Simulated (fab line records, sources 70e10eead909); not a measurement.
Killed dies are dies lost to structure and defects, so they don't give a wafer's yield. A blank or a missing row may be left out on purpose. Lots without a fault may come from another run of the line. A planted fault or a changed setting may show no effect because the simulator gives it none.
Which tool did it? | flow nand_harc | 24 lots, 72 wafers sampled, at 5 steps of a route of 1159

WHAT THE GAUGES READ, wafer by wafer
NHARC_A_CONTACT_INSPECT_71.
lot  | measured     | on                | raw_defect_count
L074 | day 16 05:41 | defect_inspect-01 | 23 21 26
L075 | day 16 14:56 | defect_inspect-01 | 11 18 14
L077 | day 16 22:05 | defect_inspect-02 | 19 18 18
L076 | day 17 06:26 | defect_inspect-01 | 25 22 29
L079 | day 17 12:10 | defect_inspect-01 | 22 37 23
L078 | day 17 13:47 | defect_inspect-01 | 25 32 36
L080 | day 17 17:45 | defect_inspect-02 | 6 9 12
L081 | day 18 09:42 | defect_inspect-02 | 23 18 23
L082 | day 18 23:28 | defect_inspect-02 | 23 30 23
L084 | day 19 00:07 | defect_inspect-02 | 33 40 35
L085 | day 19 10:41 | defect_inspect-02 | 33 30 35
L083 | day 19 15:35 | defect_inspect-02 | 12 11 18
L086 | day 19 21:29 | defect_inspect-02 | 49 44 53
L087 | day 20 00:52 | defect_inspect-02 | 12 8 16
L088 | day 20 04:26 | defect_inspect-01 | 45 41 40
L089 | day 20 07:14 | defect_inspect-01 | 8 9 16
L090 | day 20 10:40 | defect_inspect-01 | 44 39 52
L091 | day 20 23:14 | defect_inspect-01 | 33 23 29
L094 | day 21 10:31 | defect_inspect-02 | 52 52 62
L092 | day 21 12:13 | defect_inspect-01 | 31 35 36
L096 | day 21 17:20 | defect_inspect-01 | 36 45 42
L095 | day 21 19:13 | defect_inspect-02 | 32 42 45
L093 | day 21 23:00 | defect_inspect-01 | 47 36 54
L097 | day 22 10:54 | defect_inspect-01 | 13 12 12

WHICH TOOL RAN EACH LOT (tool, then ch and the chambers of the sampled wafers, then the start)
lot  | NHARC_A_CONTACT_ETCH_115             | NHARC_A_CONTACT_ETCH_117             | NHARC_A_CONTACT_ETCH_122             | NHARC_A_CONTACT_STRIP_55
L074 | har_cap_etch-02 ch 0,1, day 15 21:59 | har_cap_etch-02 ch 0,1, day 15 22:10 | har_cap_etch-02 ch 0,1, day 15 22:38 | rie_diel-06 ch 0,2,3, day 16 05:41 or earlier
L075 | har_cap_etch-02 ch 1, day 16 07:41   | har_cap_etch-02 ch 1, day 16 07:52   | har_cap_etch-02 ch 1, day 16 08:19   | rie_diel-06 ch 0,1, day 16 14:56 or earlier
L077 | har_cap_etch-03 ch 0, day 16 14:30   | har_cap_etch-03 ch 0, day 16 14:41   | har_cap_etch-03 ch 0, day 16 15:08   | rie_diel-08 ch 0,1,2, day 16 22:05 or earlier
L076 | har_cap_etch-02 ch 0,1, day 16 23:34 | har_cap_etch-02 ch 0,1, day 16 23:44 | har_cap_etch-02 ch 0,1, day 17 00:11 | rie_diel-03 ch 2,3, day 17 06:26 or earlier
L079 | har_cap_etch-01 ch 0,1, day 17 06:46 | har_cap_etch-01 ch 0,1, day 17 06:57 | har_cap_etch-01 ch 0,1, day 17 07:24 | rie_diel-08 ch 0,1,2, day 17 12:10 or earlier
L078 | har_cap_etch-03 ch 0,1, day 17 08:37 | har_cap_etch-03 ch 0,1, day 17 08:48 | har_cap_etch-03 ch 0,1, day 17 09:16 | rie_diel-06 ch 1,2, day 17 13:47 or earlier
L080 | har_cap_etch-01 ch 0,1, day 17 11:43 | har_cap_etch-01 ch 0,1, day 17 11:54 | har_cap_etch-01 ch 0,1, day 17 12:22 | rie_diel-06 ch 2,3, day 17 17:45 or earlier
L081 | har_cap_etch-02 ch 0,1, day 18 04:34 | har_cap_etch-02 ch 0,1, day 18 04:44 | har_cap_etch-02 ch 0,1, day 18 05:11 | rie_diel-06 ch 0,1,2, day 18 09:42 or earlier
L082 | har_cap_etch-03 ch 0,1, day 18 17:19 | har_cap_etch-03 ch 0,1, day 18 17:31 | har_cap_etch-03 ch 0,1, day 18 17:58 | rie_diel-08 ch 1,3, day 18 23:28 or earlier
L084 | har_cap_etch-01 ch 0,1, day 18 18:49 | har_cap_etch-01 ch 0,1, day 18 18:59 | har_cap_etch-01 ch 0,1, day 18 19:26 | rie_diel-06 ch 0,1,3, day 19 00:07 or earlier
L085 | har_cap_etch-01 ch 0,1, day 19 05:38 | har_cap_etch-01 ch 0,1, day 19 05:49 | har_cap_etch-01 ch 0,1, day 19 06:17 | rie_diel-06 ch 0,2, day 19 10:41 or earlier
L083 | har_cap_etch-01 ch 0,1, day 19 09:32 | har_cap_etch-01 ch 0,1, day 19 09:43 | har_cap_etch-01 ch 0,1, day 19 10:10 | rie_diel-06 ch 0,1,2, day 19 15:35 or earlier
L086 | har_cap_etch-03 ch 0,1, day 19 15:25 | har_cap_etch-03 ch 0,1, day 19 15:36 | har_cap_etch-03 ch 0,1, day 19 16:03 | rie_diel-06 ch 0,1, day 19 21:29 or earlier
L087 | har_cap_etch-02 ch 0,1, day 19 18:11 | har_cap_etch-02 ch 0,1, day 19 18:23 | har_cap_etch-02 ch 0,1, day 19 18:50 | rie_diel-03 ch 0,2,3, day 20 00:52 or earlier
L088 | har_cap_etch-01 ch 0,1, day 19 22:55 | har_cap_etch-01 ch 0,1, day 19 23:05 | har_cap_etch-01 ch 0,1, day 19 23:33 | rie_diel-08 ch 0,1, day 20 04:26 or earlier
L089 | har_cap_etch-01 ch 0,1, day 20 01:59 | har_cap_etch-01 ch 0,1, day 20 02:10 | har_cap_etch-01 ch 0,1, day 20 02:37 | rie_diel-06 ch 0,2,3, day 20 07:14 or earlier
L090 | har_cap_etch-03 ch 0,1, day 20 04:23 | har_cap_etch-03 ch 0,1, day 20 04:34 | har_cap_etch-03 ch 0,1, day 20 05:01 | rie_diel-08 ch 0,3, day 20 10:40 or earlier
L091 | har_cap_etch-03 ch 0,1, day 20 18:05 | har_cap_etch-03 ch 0,1, day 20 18:16 | har_cap_etch-03 ch 0,1, day 20 18:43 | rie_diel-08 ch 1,3, day 20 23:14 or earlier
L094 | har_cap_etch-02 ch 0,1, day 21 01:57 | har_cap_etch-02 ch 0,1, day 21 02:08 | har_cap_etch-02 ch 0,1, day 21 02:35 | rie_diel-03 ch 0,1,2, day 21 10:31 or earlier
L092 | har_cap_etch-03 ch 0,1, day 21 03:44 | har_cap_etch-03 ch 0,1, day 21 03:55 | har_cap_etch-03 ch 0,1, day 21 04:22 | rie_diel-06 ch 0,2,3, day 21 12:13 or earlier
L096 | har_cap_etch-02 ch 1, day 21 09:59   | har_cap_etch-02 ch 1, day 21 10:10   | har_cap_etch-02 ch 1, day 21 10:37   | rie_diel-06 ch 1,2, day 21 17:20 or earlier
L095 | har_cap_etch-01 ch 0,1, day 21 13:55 | har_cap_etch-01 ch 0,1, day 21 14:07 | har_cap_etch-01 ch 0,1, day 21 14:34 | rie_diel-03 ch 0,1,2, day 21 19:13 or earlier
L093 | har_cap_etch-03 ch 0,1, day 21 16:13 | har_cap_etch-03 ch 0,1, day 21 16:24 | har_cap_etch-03 ch 0,1, day 21 16:51 | rie_diel-03 ch 0,1,2, day 21 23:00 or earlier
L097 | har_cap_etch-03 ch 0,1, day 22 03:23 | har_cap_etch-03 ch 0,1, day 22 03:34 | har_cap_etch-03 ch 0,1, day 22 04:01 | rie_diel-08 ch 0,2,3, day 22 10:54 or earlier
- NHARC_A_CONTACT_ETCH_115: etches the open film in C4F8/O2/Ar, time 94 s, target depth 922 nm.
- NHARC_A_CONTACT_ETCH_117: etches the open film in C4F8/O2/Ar, time 94 s, target depth 922 nm.
- NHARC_A_CONTACT_ETCH_122: etches the open film in C4F8/O2/Ar, time 95 s, target depth 930 nm.
- NHARC_A_CONTACT_STRIP_55: strips in O2.

WHAT THE TOOLS THEMSELVES READ (means of the sampled wafers that have a number; where no wafer has one, the mark that the record gives instead)
NHARC_A_CONTACT_STRIP_55.
lot  | tool        | drypump_motor_current_A (A) | oes_product_au (a.u.) | rf_vpp_V (V) | showerhead_plenum_p_Torr (Torr) | throttle_valve_pct (%)
L074 | rie_diel-06 | 6.0                         | 0.997                 | 57.0         | 3.50                            | 17.039
L075 | rie_diel-06 | 5.9                         | 1.014                 | 57.4         | 3.45                            | 17.040
L077 | rie_diel-08 | 6.2                         | 1.000                 | 57.2         | 3.43                            | 17.031
L076 | rie_diel-03 | 5.4                         | 1.010                 | 58.1         | 3.40                            | 17.040
L079 | rie_diel-08 | 6.2                         | 1.005                 | 57.4         | 3.43                            | 17.037
L078 | rie_diel-06 | 6.3                         | 0.998                 | 57.4         | 3.47                            | 17.043
L080 | rie_diel-06 | 6.0                         | 0.989                 | 57.5         | 3.55                            | 17.038
L081 | rie_diel-06 | 6.1                         | 1.004                 | 57.3         | 3.46                            | 17.038
L082 | rie_diel-08 | 5.7                         | 0.993                 | 56.7         | 3.40                            | 17.030
L084 | rie_diel-06 | 5.8                         | 1.007                 | 57.8         | 3.50                            | 17.049
L085 | rie_diel-06 | 6.4                         | 1.000                 | 57.6         | 3.45                            | 17.044
L083 | rie_diel-06 | 6.0                         | 1.013                 | 57.6         | 3.46                            | 17.035
L086 | rie_diel-06 | 5.8                         | 1.023                 | 57.5         | 3.46                            | 17.044
L087 | rie_diel-03 | 5.8                         | 1.008                 | 57.3         | 3.35                            | 17.031
L088 | rie_diel-08 | 6.1                         | 1.005                 | 57.4         | 3.33                            | 17.034
L089 | rie_diel-06 | 6.0                         | 1.006                 | 57.4         | 3.49                            | 17.036
L090 | rie_diel-08 | 6.0                         | 0.990                 | 58.2         | 3.33                            | 17.033
L091 | rie_diel-08 | 5.7                         | 0.992                 | 58.0         | 3.39                            | 17.030
L094 | rie_diel-03 | 6.0                         | 1.004                 | 57.4         | 3.32                            | 17.041
L092 | rie_diel-06 | 6.1                         | 1.007                 | 58.2         | 3.49                            | 17.033
L096 | rie_diel-06 | 6.3                         | 1.004                 | 57.7         | 3.46                            | 17.037
L095 | rie_diel-03 | 6.0                         | 1.003                 | 58.1         | 3.32                            | 17.040
L093 | rie_diel-03 | 6.0                         | 1.007                 | 57.0         | 3.32                            | 17.036
L097 | rie_diel-08 | 6.1                         | 0.983                 | 56.8         | 3.41                            | 17.038

THE ANSWER, worked out from the rows above alone
Rule: what is usual is taken from the lots themselves. Put in order of their means at a reading, lots are off if they are a third of the lots or fewer, leave a main group of 4 or more, and stand apart from it by a gap of 3 or more times the standard deviation of the main group's means; of several such gaps the widest counts. A main group whose means are all the same, to the digits that the tables above print for the reading, isn't used. A lot without any number at a reading at which 4 lots or more have one is off too. The other lots that the step has rows for count as sound. The gauges are gone through in route order, then the tools' own readings, and for those a lot's mean is taken as printed above. The first step at which some lot is off is used, and at that step the reading that is off furthest; a lot without a number counts as furthest.
No lot is off at any reading shown: from this, nothing can be told.

WHAT THE SIMULATOR HAD PUT IN
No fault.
